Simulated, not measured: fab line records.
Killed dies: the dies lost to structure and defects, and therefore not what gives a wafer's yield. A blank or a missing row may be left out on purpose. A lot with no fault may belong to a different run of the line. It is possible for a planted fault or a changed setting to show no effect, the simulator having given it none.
Matching of chambers    flow nand-harc    NHARC_P_M0_DEP_32 on pecvd-03 has 3 sister chambers
The step deposits SiCN, target thk 30 nm. 6 wafers are shown with their chamber, then 10 later ones without.

EACH WAFER AND ITS CHAMBER
wafer   chamber  heater-power-w (W)
L084.4  0        505
L086.2  2        509
L086.4  2        515
L086.5  1        596
L087.1  1        575
L087.2  0        549

WAFERS WITHOUT THEIR CHAMBER
wafer   heater-power-w (W)
L087.3  554
L088.2  515
L088.4  507
L088.5  600
L089.3  532
L089.4  608
L089.6  543
L095.2  547
L095.5  500
L095.6  499

CHAMBER TAKEN BY EACH
wafer   from the rows above           in truth
L087.3  can't be placed: 0 or 1 or 2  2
L088.2  can't be placed: 2 or 0       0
L088.4  can't be placed: 2 or 0       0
L088.5  1                             1
L089.3  can't be placed: 0 or 2       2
L089.4  1                             1
L089.6  can't be placed: 0 or 2 or 1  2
L095.2  can't be placed: 0 or 2 or 1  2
L095.5  can't be placed: 2 or 0       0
L095.6  can't be placed: 2 or 0       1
2 of 10 placed correctly. Can't be placed from these rows: 8 (the true chamber is among the candidates in 7). Placed wrongly: 0.
How it was worked out, from the rows above alone: a wafer's distance from a chamber is the root of the sum, over the readings, of the square of ((its reading less the chamber's mean) divided by the reading's scatter). The wafer belongs to the nearest chamber; if the next one is less than 2 further off, it can't be placed. For every chamber, the mean is computed from those of its wafers that are shown. How the scatter is found: for the shown wafers, subtract from each reading the mean of its chamber, square and add these, divide the total by (wafers less chambers), then take the root.
